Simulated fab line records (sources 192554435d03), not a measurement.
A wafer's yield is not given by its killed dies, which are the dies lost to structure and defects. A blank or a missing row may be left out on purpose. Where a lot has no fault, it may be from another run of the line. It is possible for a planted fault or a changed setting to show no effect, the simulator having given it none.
fab line records	flow n5Finfet
record: lots: 24	wafers: 72	lastDay: 17
route steps=1938 shown BEOL_M13@1715 BEOL_M14@1731 BEOL_M15@1773
lots that met no fault: taken from a fault-free run of the same line
startH: hours from the record's first day to the start of the lot's first wafer shown	waitH: hours from the lot's prior step to this one	" the same as in the row above	L1.1+2: one row covering several wafers at once	- value missing, or start not given	* or withheld: withheld	< > ~ a bound
route shown NAME@n: a module of which the file shows steps, and the number in the route of the first	usual: mean/standard deviation taken from wafers without a fault	same: alike in all rows	chamber/n: place in a boat	sites: per-site readings	_std_site: how widely they spread, as a standard deviation	_edge_site: outer sites' mean less inner sites'	radiusMm: how far each site lies from the wafer's centre	mask NAME#n: copy n	behind: the last tool/chamber to shape the wafer	hold: reason for holding the lot/hours on hold/outcome of the hold	device: whichever transistor did not switch (one of n, p or np)	end of line: the same wafers' tests at the end of the route	where a step has no rows: the recipe by itself	killed: not the wafer's yield, but the dies lost to structure and defects at the first sort	map: dies across one wafer; x = killed, . = not, _ = none there
set.NAME: the setting the step ran with; set.NAME@STEP: the setting that earlier step ran with	model.NAME: the simulator's own value behind a step, which no gauge read
one table for each step of the route and one row for each wafer, over a sample of lots
services: from which hour (startH, from the record's first day; less than 0 if before it) a tool's chamber was out of use, for how many hours, and why
== steps ==
step: N5_BEOL_M13_INSPECT_55
recipe: inspectInstrument: darkfield	mode: postDep
usual: rawDefectCount: 71/29
lot.wafer	tool	chamber	startH	waitH	rawDefectCount
L074.1	defectInspect-02	-	246.85	0.0	82
L074.2	"	-	"	"	72
L074.4	"	-	"	"	98
L075.1	defectInspect-01	-	252.99	0.0	96
L075.3	"	-	"	"	96
L075.4	"	-	"	"	103
L076.2	defectInspect-01	-	267.85	0.0	62
L076.3	"	-	"	"	60
L076.5	"	-	"	"	47
L080.3	defectInspect-01	-	273.56	0.0	70
L080.4	"	-	"	"	104
L080.5	"	-	"	"	75
L079.1	defectInspect-02	-	278.87	0.0	98
L079.3	"	-	"	"	195
L079.4	"	-	"	"	100
L077.2	defectInspect-02	-	284.04	0.0	71
L077.5	"	-	"	"	60
L077.6	"	-	"	"	64
L081.1	defectInspect-02	-	285.03	0.0	41
L081.5	"	-	"	"	98
L081.6	"	-	"	"	106
L078.1	defectInspect-02	-	286.14	0.0	36
L078.5	"	-	"	"	100
L078.6	"	-	"	"	76
L082.3	defectInspect-01	-	292.69	0.0	70
L082.4	"	-	"	"	50
L082.6	"	-	"	"	38
L083.2	defectInspect-02	-	301.19	0.0	57
L083.4	"	-	"	"	94
L083.5	"	-	"	"	60
L084.2	defectInspect-02	-	307.74	0.0	49
L084.5	"	-	"	"	49
L084.6	"	-	"	"	75
L085.2	defectInspect-01	-	323.14	0.0	44
L085.3	"	-	"	"	62
L085.4	"	-	"	"	54
L087.4	defectInspect-02	-	323.40	0.0	104
L087.5	"	-	"	"	88
L087.6	"	-	"	"	102
L089.1	defectInspect-02	-	331.17	0.0	71
L089.3	"	-	"	"	64
L089.4	"	-	"	"	36
L086.1	defectInspect-02	-	331.57	0.0	74
L086.3	"	-	"	"	64
L086.4	"	-	"	"	56
L091.2	defectInspect-02	-	333.73	0.0	74
L091.3	"	-	"	"	65
L091.5	"	-	"	"	67
L090.1	defectInspect-02	-	334.10	0.0	79
L090.4	"	-	"	"	36
L090.6	"	-	"	"	69
L088.3	defectInspect-02	-	337.89	0.0	54
L088.5	"	-	"	"	36
L088.6	"	-	"	"	51
L093.3	defectInspect-02	-	346.27	0.0	67
L093.4	"	-	"	"	56
L093.5	"	-	"	"	64
L094.1	defectInspect-01	-	365.87	0.0	57
L094.4	"	-	"	"	57
L094.6	"	-	"	"	39
L092.4	defectInspect-01	-	366.28	0.2	107
L092.5	"	-	"	"	105
L092.6	"	-	"	"	108
L096.1	defectInspect-02	-	384.99	0.0	47
L096.3	"	-	"	"	82
L096.5	"	-	"	"	54
L097.3	defectInspect-01	-	391.72	0.0	38
L097.4	"	-	"	"	63
L097.6	"	-	"	"	43
L095.1	defectInspect-01	-	393.99	0.0	67
L095.3	"	-	"	"	70
L095.4	"	-	"	"	53
step: N5_BEOL_M14_VIA_ETCH_16
recipe: chemistry: C4F8/O2/Ar	target: SiO2	heInnerTorr: 15	heOuterTorr: 30	targetDepthA: 12313	timeS: withheld	ionEnergyEv: 800	pressureMtorr: 20	sourceW: 1905	biasW: 2040	Ar_flow_sccm: 400	C4F8_flow_sccm: 16	O2_flow_sccm: 12	ends: cleared
usual: drypumpMotorCurrentA: 5.6/0.53	heInnerTorr: 15.001/0.029	oesProductAu: 0.70/0.071	rfFwdPowerW: 1899/6.3	rfVppV: 2219/38	showerheadPlenumPTorr: 3.40/0.12	throttleValvePct: 30.98/0.25
lot.wafer	tool	chamber	startH	waitH	drypumpMotorCurrentA	heInnerTorr	oesProductAu	rfFwdPowerW	rfVppV	showerheadPlenumPTorr	throttleValvePct
L074.1	rieDiel-04	1	247.56	0.0	5.8	15.000	0.75	1904	2147	3.49	31.32
L074.2	"	2	"	"	4.9	14.950	0.61	1907	2268	3.54	31.00
L074.4	"	3	"	"	4.9	14.993	0.64	1891	2228	3.30	31.24
L075.1	rieDiel-05	0	253.85	0.0	5.8	15.028	0.64	1898	2242	3.38	31.09
L075.3	"	2	"	"	6.5	14.952	0.69	1882	2292	3.41	30.55
L075.4	"	0	"	"	5.8	15.053	0.64	1899	2243	3.38	31.08
L076.2	rieDiel-06	3	268.61	0.0	5.1	14.962	0.78	1898	2232	3.36	30.75
L076.3	"	1	"	"	5.6	15.006	0.64	1907	2184	3.15	31.16
L076.5	"	3	"	"	5.1	15.015	0.78	1899	2232	3.36	30.77
L080.3	rieDiel-04	0	274.65	0.0	6.0	15.042	0.65	1902	2206	3.57	31.04
L080.4	"	3	"	"	4.9	14.965	0.63	1901	2228	3.29	31.25
L080.5	"	3	"	"	4.9	14.984	0.63	1902	2227	3.29	31.23
L079.1	rieDiel-04	2	279.71	0.1	4.9	14.972	0.62	1897	2269	3.53	30.98
L079.3	"	2	"	"	4.9	14.990	0.61	1904	2267	3.53	30.98
L079.4	"	1	"	"	5.8	15.037	0.74	1898	2146	3.49	31.30
L077.2	rieDiel-06	2	284.87	0.0	5.6	15.003	0.78	1904	2227	3.45	30.52
L077.5	"	1	"	"	5.6	15.028	0.63	1905	2182	3.15	31.16
L077.6	"	2	"	"	5.6	15.058	0.78	1907	2227	3.45	30.51
L081.1	rieDiel-04	1	285.74	0.0	5.8	14.980	0.74	1891	2146	3.49	31.33
L081.5	"	0	"	"	6.0	15.026	0.65	1904	2205	3.57	31.04
L081.6	"	3	"	"	4.9	15.027	0.63	1901	2228	3.29	31.24
L078.1	rieDiel-04	3	287.08	0.0	4.9	15.017	0.63	1898	2227	3.29	31.24
L078.5	"	0	"	"	6.1	14.968	0.66	1898	2205	3.57	31.07
L078.6	"	1	"	"	5.8	15.002	0.74	1893	2145	3.49	31.30
L082.3	rieDiel-05	3	293.60	0.0	5.4	15.029	0.66	1899	2255	3.41	31.00
L082.4	"	0	"	"	5.8	14.994	0.64	1909	2242	3.37	31.12
L082.6	"	3	"	"	5.4	15.043	0.67	1893	2255	3.41	31.01
L083.2	rieDiel-06	1	302.02	0.0	5.6	15.021	0.63	1897	2183	3.14	31.15
L083.4	"	3	"	"	5.1	15.019	0.77	1899	2232	3.35	30.78
L083.5	"	1	"	"	5.6	14.991	0.63	1888	2182	3.14	31.15
L084.2	rieDiel-04	3	308.58	0.0	4.9	14.943	0.63	1889	2229	3.29	31.25
L084.5	"	3	"	"	4.9	14.949	0.63	1892	2228	3.29	31.24
L084.6	"	0	"	"	6.0	15.023	0.64	1905	2205	3.56	31.05
L085.2	rieDiel-04	1	323.93	0.0	5.8	15.010	0.72	1902	2146	3.48	31.31
L085.3	"	0	"	"	6.1	14.996	0.64	1890	2204	3.56	31.06
L085.4	"	0	"	"	6.1	14.975	0.64	1899	2204	3.56	31.06
L087.4	rieDiel-04	3	324.36	0.1	4.9	15.044	0.62	1897	2227	3.29	31.25
L087.5	"	1	"	"	5.8	15.027	0.73	1903	2145	3.48	31.35
L087.6	"	0	"	"	6.1	14.977	0.64	1895	2203	3.56	31.07
L089.1	rieDiel-06	2	332.91	0.0	5.6	14.987	0.75	1884	2226	3.44	30.52
L089.3	"	3	"	"	5.1	15.017	0.75	1901	2232	3.35	30.78
L089.4	"	1	"	"	5.6	15.022	0.62	1901	2182	3.14	31.16
L086.1	rieDiel-06	3	333.44	0.0	5.1	15.000	0.75	1895	2232	3.35	30.79
L086.3	"	1	"	"	5.6	14.945	0.62	1897	2182	3.14	31.17
L086.4	"	0	"	"	6.4	14.970	0.80	1905	2210	3.38	30.91
L091.2	rieDiel-05	2	335.28	0.0	6.5	15.010	0.68	1895	2290	3.39	30.59
L091.3	"	3	"	"	5.4	15.017	0.64	1905	2255	3.40	31.02
L091.5	"	0	"	"	5.8	15.012	0.62	1901	2241	3.36	31.13
L090.1	rieDiel-05	3	336.45	0.0	5.4	14.997	0.65	1896	2255	3.40	31.02
L090.4	"	0	"	"	5.8	15.028	0.63	1895	2241	3.36	31.14
L090.6	"	2	"	"	6.5	14.984	0.67	1891	2291	3.39	30.58
L088.3	rieDiel-06	1	339.84	0.0	5.6	14.980	0.62	1895	2182	3.14	31.18
L088.5	"	3	"	"	5.1	14.992	0.75	1906	2231	3.34	30.79
L088.6	"	0	"	"	6.5	15.015	0.80	1908	2210	3.38	30.90
L093.3	rieDiel-06	0	346.97	0.0	6.5	14.950	0.80	1902	2211	3.38	30.89
L093.4	"	2	"	"	5.6	15.028	0.75	1901	2226	3.44	30.55
L093.5	"	0	"	"	6.5	14.981	0.79	1911	2209	3.38	30.91
L094.1	rieDiel-06	2	366.57	0.0	5.6	14.975	0.74	1899	2225	3.44	30.54
L094.4	"	3	"	"	5.1	15.002	0.74	1900	2231	3.34	30.81
L094.6	"	3	"	"	5.1	14.992	0.74	1904	2232	3.34	30.80
L092.4	rieDiel-06	1	367.11	0.0	5.6	15.013	0.62	1910	2181	3.13	31.17
L092.5	"	1	"	"	5.6	14.972	0.62	1903	2180	3.13	31.19
L092.6	"	2	"	"	5.6	14.939	0.75	1890	2226	3.44	30.53
L096.1	rieDiel-04	2	385.77	0.0	4.9	15.032	0.86	1900	2266	3.52	30.72
L096.3	"	0	"	"	6.0	14.985	0.63	1903	2203	3.55	31.10
L096.5	"	2	"	"	4.9	15.003	0.85	1908	2265	3.52	30.70
L097.3	rieDiel-06	2	392.43	0.0	5.6	14.930	0.73	1898	2225	3.43	30.52
L097.4	"	3	"	"	5.1	14.991	0.73	1902	2232	3.34	30.81
L097.6	"	0	"	"	6.4	14.982	0.77	1890	2209	3.37	30.92
L095.1	rieDiel-04	2	394.91	0.0	4.9	15.010	0.85	1904	2267	3.52	30.72
L095.3	"	0	"	"	6.1	14.988	0.63	1905	2203	3.55	31.08
L095.4	"	1	"	"	5.8	14.974	0.70	1899	2146	3.47	31.37
step: N5_BEOL_M14_ETCH_68
recipe: chemistry: N2/H2	target: SOC	maskMaterial: SiARC	sourceW: 3000	biasW: 350	tempC: 40	timeS: 450	ionEnergyEv: 200	pressureMtorr: 30	n2FlowSccm: 200	h2FlowSccm: 200
usual: drypumpMotorCurrentA: 5.7/0.49	oesProductAu: 0.79/0.09	rfFwdPowerW: 2996/9.1	rfVppV: 522.7/2.9	showerheadPlenumPTorr: 2.49/0.1	throttleValvePct: 17.83/0.27
lot.wafer	tool	chamber	startH	waitH	drypumpMotorCurrentA	oesProductAu	rfFwdPowerW	rfHoursCounterH	rfVppV	showerheadPlenumPTorr	throttleValvePct
L074.1	rieDiel-04	3	248.63	0.1	4.8	0.71	2986	184	520.5	2.43	18.09
L074.2	"	1	"	"	5.8	0.84	3003	71	526.1	2.57	18.02
L074.4	"	2	"	"	4.9	0.69	3000	230	526.0	2.61	17.85
L075.1	rieDiel-06	1	254.97	0.1	5.6	0.71	2986	210	517.3	2.30	17.89
L075.3	"	3	"	"	5.1	0.87	2980	39	523.3	2.48	17.68
L075.4	"	2	"	"	5.6	0.87	3003	45	525.5	2.56	17.39
L076.2	rieDiel-06	2	269.55	0.1	5.6	0.87	2995	50	525.2	2.56	17.42
L076.3	"	1	"	"	5.6	0.71	3001	215	517.7	2.30	17.90
L076.5	"	2	"	"	5.6	0.87	3004	-	524.2	2.56	17.43
L080.3	rieDiel-06	2	275.81	0.1	5.6	0.86	3006	52	523.5	2.56	17.43
L080.4	"	0	"	"	6.4	0.94	2988	19	523.5	2.50	17.74
L080.5	"	3	"	"	5.1	0.86	2989	-	523.3	2.48	17.67
L079.1	rieDiel-06	3	280.99	0.1	5.1	0.86	2987	48	522.0	2.48	17.67
L079.3	"	2	"	"	5.6	0.85	2988	54	522.5	2.56	17.45
L079.4	"	1	"	"	5.6	0.70	3016	219	518.4	2.30	17.90
L077.2	rieDiel-06	2	285.94	0.1	5.6	0.86	3011	56	523.2	2.56	17.45
L077.5	"	2	"	"	5.6	0.86	3007	-	523.7	2.56	17.42
L077.6	"	1	"	"	5.6	0.70	3005	-	517.5	2.30	17.89
L081.1	rieDiel-05	3	286.69	0.1	5.4	0.73	2992	207	522.1	2.50	17.69
L081.5	"	0	"	"	5.8	0.70	2993	-	523.9	2.51	18.27
L081.6	"	1	"	"	6.1	0.69	2988	-	518.5	2.40	18.09
L078.1	rieDiel-06	1	288.02	0.1	5.6	0.70	2996	221	518.3	2.30	17.91
L078.5	"	1	"	"	5.6	0.71	2978	-	517.9	2.30	17.92
L078.6	"	2	"	"	5.6	0.85	3008	-	525.3	2.56	17.43
L082.3	rieDiel-06	3	294.85	0.1	5.1	0.86	3000	52	521.1	2.48	17.67
L082.4	"	0	"	"	6.5	0.94	2998	26	521.6	2.50	17.75
L082.6	"	2	"	"	5.6	0.86	2996	-	525.8	2.56	17.43
L083.2	rieDiel-06	3	303.09	0.1	5.1	0.85	2997	55	521.7	2.48	17.67
L083.4	"	1	"	"	5.6	0.70	2992	227	517.2	2.30	17.92
L083.5	"	2	"	"	5.6	0.86	2980	-	525.2	2.56	17.44
L084.2	rieDiel-05	1	309.60	0.1	6.2	0.69	3006	242	521.1	2.40	18.09
L084.5	"	2	"	"	6.5	0.74	3001	-	524.3	2.54	17.79
L084.6	"	1	"	"	6.2	0.69	3000	-	520.8	2.40	18.07
L085.2	rieDiel-04	1	324.87	0.1	5.8	0.80	2994	100	525.2	2.56	18.07
L085.3	"	3	"	"	4.9	0.68	2995	210	521.4	2.42	18.14
L085.4	"	0	"	"	6.0	0.72	2991	-	526.4	2.65	18.16
L087.4	rieDiel-04	0	325.58	0.1	6.0	0.71	2987	-	526.5	2.65	18.15
L087.5	"	1	"	"	5.8	0.81	2997	-	524.6	2.56	18.07
L087.6	"	3	"	"	4.9	0.69	2997	-	519.8	2.42	18.14
L089.1	rieDiel-05	2	334.45	0.1	6.5	0.74	3000	192	522.1	2.53	17.83
L089.3	"	3	"	"	5.4	0.71	2996	227	522.4	2.49	17.70
L089.4	"	3	"	"	5.4	0.71	3009	-	521.8	2.49	17.70
L086.1	rieDiel-06	1	335.29	0.1	5.6	0.68	2991	240	518.1	2.29	17.93
L086.3	"	2	"	"	5.6	0.83	2990	75	523.4	2.55	17.46
L086.4	"	0	"	"	6.4	0.89	2999	40	524.3	2.49	17.78
L091.2	rieDiel-06	1	338.54	0.1	5.6	0.69	3001	241	517.1	2.29	17.93
L091.3	"	3	"	"	5.1	0.83	3010	68	521.1	2.47	17.72
L091.5	"	2	"	"	5.6	0.82	2995	-	525.6	2.55	17.46
L090.1	rieDiel-05	3	339.17	0.1	5.4	0.71	2992	230	522.0	2.49	17.71
L090.4	"	3	"	"	5.4	0.71	2985	-	522.7	2.49	17.72
L090.6	"	0	"	"	5.8	0.69	3003	-	523.8	2.50	18.31
L088.3	rieDiel-06	1	340.78	0.1	5.6	0.70	2990	242	516.0	2.29	17.97
L088.5	"	1	"	"	5.6	0.69	3004	-	516.8	2.29	17.94
L088.6	"	0	"	"	6.5	0.89	2996	-	522.4	2.49	17.79
L093.3	rieDiel-06	3	347.92	0.1	5.1	0.83	3004	71	521.3	2.47	17.71
L093.4	"	1	"	"	5.6	0.68	2990	244	517.7	2.29	17.96
L093.5	"	3	"	"	5.1	0.85	2997	-	522.3	2.47	17.73
L094.1	rieDiel-04	0	367.73	0.1	6.0	0.71	2996	196	526.3	2.64	18.16
L094.4	"	2	"	"	4.9	0.98	3006	10	525.5	2.60	17.43
L094.6	"	2	"	"	4.9	0.98	3009	-	524.7	2.60	17.44
L092.4	rieDiel-04	1	369.20	0.1	5.8	0.80	2987	112	525.3	2.56	18.08
L092.5	"	3	"	"	4.8	0.68	2989	-	519.2	2.41	18.14
L092.6	"	2	"	"	4.9	0.96	3009	-	524.5	2.60	17.43
L096.1	rieDiel-04	0	387.95	0.1	6.0	0.70	2997	204	526.3	2.64	18.18
L096.3	"	1	"	"	5.8	0.78	2991	119	523.4	2.55	18.09
L096.5	"	1	"	"	5.8	0.78	2995	-	523.5	2.55	18.10
L097.3	rieDiel-04	1	393.37	0.1	5.8	0.77	2987	120	524.7	2.55	18.10
L097.4	"	2	"	"	4.9	0.95	3004	19	526.4	2.60	17.47
L097.6	"	0	"	"	6.1	0.70	3000	-	525.9	2.64	18.17
L095.1	rieDiel-06	0	396.01	0.1	6.4	0.86	3001	62	520.8	2.49	17.82
L095.3	"	1	"	"	5.6	0.97	2973	2	529.2	2.70	17.45
L095.4	"	2	"	"	5.6	0.79	2997	96	525.2	2.54	17.50
step: N5_BEOL_M14_DEGAS_41
recipe: ambient: vacuum	tempC: 300	timeS: 60
usual: heaterPowerW: 485/28
lot.wafer	tool	chamber	startH	waitH	heaterPowerW
L074.1	pvdSputter-02	-	252.36	0.4	528
L074.2	"	-	"	"	474
L074.4	"	-	"	"	506
L075.1	pvdSputter-01	-	257.97	0.7	505
L075.3	"	-	"	"	454
L075.4	"	-	"	"	453
L076.2	pvdSputter-02	-	271.83	0.2	489
L076.3	"	-	"	"	534
L076.5	"	-	"	"	524
L080.3	pvdSputter-02	-	279.47	0.6	527
L080.4	"	-	"	"	502
L080.5	"	-	"	"	503
L079.1	pvdSputter-01	-	290.70	0.5	452
L079.3	"	-	"	"	486
L079.4	"	-	"	"	466
L077.2	pvdSputter-01	-	292.86	0.3	452
L077.5	"	-	"	"	461
L077.6	"	-	"	"	449
L078.1	pvdSputter-01	-	297.76	0.6	447
L078.5	"	-	"	"	495
L078.6	"	-	"	"	441
L081.1	pvdSputter-02	-	300.57	0.4	520
L081.5	"	-	"	"	473
L081.6	"	-	"	"	531
L082.3	pvdSputter-01	-	301.50	0.4	455
L082.4	"	-	"	"	485
L082.6	"	-	"	"	517
L083.2	pvdSputter-01	-	305.16	0.9	471
L083.4	"	-	"	"	458
L083.5	"	-	"	"	446
L084.2	pvdSputter-02	-	312.65	0.4	477
L084.5	"	-	"	"	488
L084.6	"	-	"	"	474
L085.2	pvdSputter-02	-	327.56	0.3	539
L085.3	"	-	"	"	507
L085.4	"	-	"	"	491
L087.4	pvdSputter-02	-	328.20	0.3	481
L087.5	"	-	"	"	487
L087.6	"	-	"	"	483
L089.1	pvdSputter-02	-	335.54	0.3	496
L089.3	"	-	"	"	525
L089.4	"	-	"	"	482
L086.1	pvdSputter-03	-	337.06	0.9	476
L086.3	"	-	"	"	559
L086.4	"	-	"	"	465
L091.2	pvdSputter-03	-	344.56	0.3	478
L091.3	"	-	"	"	559
L091.5	"	-	"	"	544
L090.1	pvdSputter-03	-	349.51	0.3	458
L090.4	"	-	"	"	565
L090.6	"	-	"	"	475
L088.3	pvdSputter-01	-	349.67	0.3	468
L088.5	"	-	"	"	453
L088.6	"	-	"	"	461
L093.3	pvdSputter-02	-	349.89	0.4	472
L093.4	"	-	"	"	499
L093.5	"	-	"	"	477
L094.1	pvdSputter-01	-	369.26	0.2	445
L094.4	"	-	"	"	476
L094.6	"	-	"	"	447
L092.4	pvdSputter-01	-	370.14	0.0	472
L092.5	"	-	"	"	515
L092.6	"	-	"	"	459
L096.1	pvdSputter-01	-	389.99	0.2	444
L096.3	"	-	"	"	510
L096.5	"	-	"	"	452
L097.3	pvdSputter-01	-	394.19	0.0	474
L097.4	"	-	"	"	463
L097.6	"	-	"	"	503
L095.1	pvdSputter-02	-	398.53	1.8	529
L095.3	"	-	"	"	477
L095.4	"	-	"	"	488
step: N5_BEOL_M14_INSPECT_55
recipe: inspectInstrument: darkfield	mode: postDep
usual: rawDefectCount: 74/26
lot.wafer	tool	chamber	startH	waitH	rawDefectCount
L074.1	defectInspect-01	-	253.65	0.0	108
L074.2	"	-	"	"	94
L074.4	"	-	"	"	149
L075.1	defectInspect-02	-	259.42	0.0	76
L075.3	"	-	"	"	58
L075.4	"	-	"	"	68
L076.2	defectInspect-02	-	273.13	0.0	72
L076.3	"	-	"	"	47
L076.5	"	-	"	"	60
L080.3	defectInspect-02	-	280.97	0.0	104
L080.4	"	-	"	"	117
L080.5	"	-	"	"	91
L079.1	defectInspect-01	-	292.01	0.0	40
L079.3	"	-	"	"	48
L079.4	"	-	"	"	50
L077.2	defectInspect-01	-	294.20	0.0	73
L077.5	"	-	"	"	70
L077.6	"	-	"	"	115
L078.1	defectInspect-01	-	299.07	0.0	68
L078.5	"	-	"	"	46
L078.6	"	-	"	"	70
L081.1	defectInspect-02	-	301.86	0.0	59
L081.5	"	-	"	"	90
L081.6	"	-	"	"	71
L082.3	defectInspect-02	-	302.96	0.0	56
L082.4	"	-	"	"	42
L082.6	"	-	"	"	66
L083.2	defectInspect-02	-	306.49	0.0	67
L083.4	"	-	"	"	149
L083.5	"	-	"	"	93
L084.2	defectInspect-02	-	313.95	0.0	50
L084.5	"	-	"	"	76
L084.6	"	-	"	"	112
L085.2	defectInspect-02	-	328.86	0.0	62
L085.3	"	-	"	"	154
L085.4	"	-	"	"	57
L087.4	defectInspect-02	-	329.68	0.0	52
L087.5	"	-	"	"	52
L087.6	"	-	"	"	45
L089.1	defectInspect-02	-	336.84	0.0	80
L089.3	"	-	"	"	80
L089.4	"	-	"	"	65
L086.1	defectInspect-02	-	338.35	0.0	106
L086.3	"	-	"	"	91
L086.4	"	-	"	"	99
L091.2	defectInspect-02	-	345.85	0.0	103
L091.3	"	-	"	"	90
L091.5	"	-	"	"	117
L090.1	defectInspect-01	-	350.80	0.0	71
L090.4	"	-	"	"	59
L090.6	"	-	"	"	77
L088.3	defectInspect-01	-	350.99	0.0	48
L088.5	"	-	"	"	53
L088.6	"	-	"	"	40
L093.3	defectInspect-01	-	351.31	0.0	84
L093.4	"	-	"	"	75
L093.5	"	-	"	"	80
L094.1	defectInspect-01	-	370.55	0.0	73
L094.4	"	-	"	"	72
L094.6	"	-	"	"	29
L092.4	defectInspect-01	-	371.43	0.0	68
L092.5	"	-	"	"	47
L092.6	"	-	"	"	92
L096.1	defectInspect-01	-	391.31	0.0	67
L096.3	"	-	"	"	118
L096.5	"	-	"	"	60
L097.3	defectInspect-02	-	395.51	0.0	44
L097.4	"	-	"	"	79
L097.6	"	-	"	"	52
L095.1	defectInspect-02	-	399.89	0.0	104
L095.3	"	-	"	"	46
L095.4	"	-	"	"	59
step: N5_BEOL_M15_ILD_DEP_00
recipe: material: SiO2	targetThkA: 16293	tempC: 400	precursor: TEOS/O2	pressureTorr: 6.5	rfW: 900	teosFlowSccm: 161.4	gas: O2	flowSccm: 2650	timeS: 346.1
usual: heaterPowerW: 537/96	rfFwdPowerW: 898.1/2.7	showerheadPlenumPTorr: 8.36/0.038	showerheadVppV: 1823/93	throttleValvePct: 18.7/0.94
lot.wafer	tool	chamber	startH	waitH	heaterPowerW	rfFwdPowerW	showerheadPlenumPTorr	showerheadVppV	throttleValvePct
L074.1	pecvd-03	1	253.69	0.0	632	902.9	8.41	1801	17.8
L074.2	"	2	"	"	622	899.4	8.35	1655	18.8
L074.4	"	0	"	"	478	900.8	8.32	1860	18.8
L075.1	pecvd-03	1	259.46	0.0	606	895.7	8.43	1757	17.5
L075.3	"	2	"	"	548	896.1	8.38	1630	18.8
L075.4	"	1	"	"	495	900.0	8.43	1831	17.8
L076.2	pecvd-03	1	273.17	0.0	620	897.4	8.47	1761	17.7
L076.3	"	2	"	"	600	895.6	8.35	1597	18.6
L076.5	"	1	"	"	517	899.5	8.42	1749	17.7
L080.3	pecvd-03	1	281.01	0.0	537	895.4	8.43	1789	17.4
L080.4	"	2	"	"	464	902.6	8.36	1648	18.5
L080.5	"	1	"	"	630	895.0	8.41	1771	17.3
L079.1	pecvd-02	0	292.04	0.0	619	899.8	8.33	1798	18.8
L079.3	"	1	"	"	612	896.9	8.32	1888	17.7
L079.4	"	2	"	"	467	896.4	8.38	1904	18.2
L077.2	pecvd-04	0	294.24	0.0	370	898.2	8.37	1883	20.5
L077.5	"	0	"	"	302	899.7	8.37	1914	20.5
L077.6	"	2	"	"	371	898.8	8.37	1878	17.4
L078.1	pecvd-04	2	299.11	0.0	413	900.9	8.35	1902	17.6
L078.5	"	0	"	"	303	898.0	8.36	1878	20.3
L078.6	"	1	"	"	545	898.5	8.39	1888	20.0
L081.1	pecvd-04	2	301.90	0.0	478	898.0	8.35	1906	17.4
L081.5	"	2	"	"	356	896.7	8.35	1912	17.4
L081.6	"	0	"	"	308	898.5	8.36	1875	20.5
L082.3	pecvd-03	1	303.00	0.0	616	897.7	8.43	1786	17.6
L082.4	"	0	"	"	469	893.6	8.33	1875	18.7
L082.6	"	2	"	"	477	897.5	8.35	1629	18.7
L083.2	pecvd-02	2	306.52	0.0	531	896.2	8.38	1911	18.3
L083.4	"	2	"	"	599	899.8	8.38	1959	18.2
L083.5	"	1	"	"	483	898.6	8.33	1886	18.3
L084.2	pecvd-02	1	313.98	0.0	619	896.6	8.32	1896	18.0
L084.5	"	0	"	"	530	895.0	8.32	1782	19.1
L084.6	"	2	"	"	449	899.2	8.38	1888	18.1
L085.2	pecvd-02	1	328.89	0.0	601	895.7	8.34	1877	17.9
L085.3	"	0	"	"	682	897.5	8.31	1820	18.9
L085.4	"	2	"	"	467	900.3	8.40	1895	18.4
L087.4	pecvd-02	1	329.82	0.1	499	895.3	8.32	1847	18.2
L087.5	"	0	"	"	683	892.2	8.31	1782	18.7
L087.6	"	2	"	"	460	893.8	8.40	1946	18.3
L089.1	pecvd-04	2	336.88	0.0	468	897.0	8.36	1890	17.5
L089.3	"	0	"	"	346	891.8	8.37	1878	20.7
L089.4	"	1	"	"	714	901.7	8.39	1896	20.0
L086.1	pecvd-04	2	338.39	0.0	376	903.6	8.34	1932	17.4
L086.3	"	0	"	"	404	895.8	8.34	1876	20.5
L086.4	"	2	"	"	468	902.4	8.34	1916	17.4
L091.2	pecvd-02	1	345.89	0.0	609	900.0	8.35	1876	17.7
L091.3	"	0	"	"	674	896.2	8.32	1751	18.7
L091.5	"	1	"	"	479	900.3	8.35	1892	17.9
L090.1	pecvd-03	2	350.84	0.0	563	895.9	8.35	1617	19.2
L090.4	"	0	"	"	605	896.4	8.32	1874	18.8
L090.6	"	1	"	"	493	901.1	8.42	1792	17.5
L088.3	pecvd-04	1	351.03	0.0	668	897.0	8.39	1868	20.1
L088.5	"	2	"	"	483	899.6	8.37	1900	17.5
L088.6	"	0	"	"	308	900.6	8.35	1860	20.8
L093.3	pecvd-02	2	351.35	0.0	516	903.8	8.38	1907	18.1
L093.4	"	1	"	"	486	900.4	8.32	1854	18.0
L093.5	"	0	"	"	702	896.6	8.31	1794	19.1
L094.1	pecvd-03	1	370.59	0.0	657	899.9	8.41	1797	17.6
L094.4	"	2	"	"	583	901.5	8.37	1616	19.1
L094.6	"	0	"	"	636	899.3	8.29	1882	19.1
L092.4	pecvd-03	1	371.58	0.1	651	896.7	8.40	1776	17.7
L092.5	"	0	"	"	636	902.1	8.32	1835	19.0
L092.6	"	2	"	"	485	899.5	8.35	1627	19.1
L096.1	pecvd-03	1	391.34	0.0	494	900.5	8.42	1764	17.7
L096.3	"	0	"	"	624	897.2	8.32	1883	18.9
L096.5	"	2	"	"	462	898.1	8.37	1633	19.1
L097.3	pecvd-03	1	395.55	0.0	627	898.3	8.43	1813	17.7
L097.4	"	2	"	"	473	890.6	8.35	1632	19.4
L097.6	"	1	"	"	495	898.6	8.42	1764	17.4
L095.1	pecvd-03	0	399.93	0.0	600	900.3	8.32	1877	19.0
L095.3	"	0	"	"	477	895.6	8.31	1871	19.0
L095.4	"	1	"	"	612	898.5	8.40	1801	17.5
== services ==
tool	chamber	startH	hours	kind
rieDiel-06	-	226.50	4.3	pm
pecvd-02	-	228.51	0.7	repair
pvdSputter-02	-	238.19	1.5	repair
rieDiel-06	2	244.62	10.0	repair
rieDiel-05	1	249.20	16.5	repair
pecvd-04	-	275.15	6.0	pm
pecvd-02	2	276.66	6.6	repair
rieDiel-04	3	277.18	5.2	repair
pvdSputter-02	-	285.64	5.0	repair
pecvd-02	-	286.30	0.9	repair
pecvd-03	-	311.16	3.1	repair
rieDiel-04	-	328.49	15.6	pm
pvdSputter-03	-	338.72	1.8	repair
pecvd-04	-	357.43	0.9	repair
rieDiel-06	1	367.37	-	clean
rieDiel-06	1	367.37	-	consumableReplace:esc
rieDiel-06	1	367.37	-	consumableReplace:focusRing
rieDiel-06	1	367.37	-	consumableReplace:showerhead
rieDiel-06	1	367.37	22.1	scheduledDown
rieDiel-06	1	367.37	22.1	ventCycle
pecvd-04	-	368.56	4.9	repair
rieDiel-04	3	371.95	7.3	repair
rieDiel-06	-	386.11	1.0	repair
pecvd-03	2	397.38	3.8	repair
== key ==
fault none
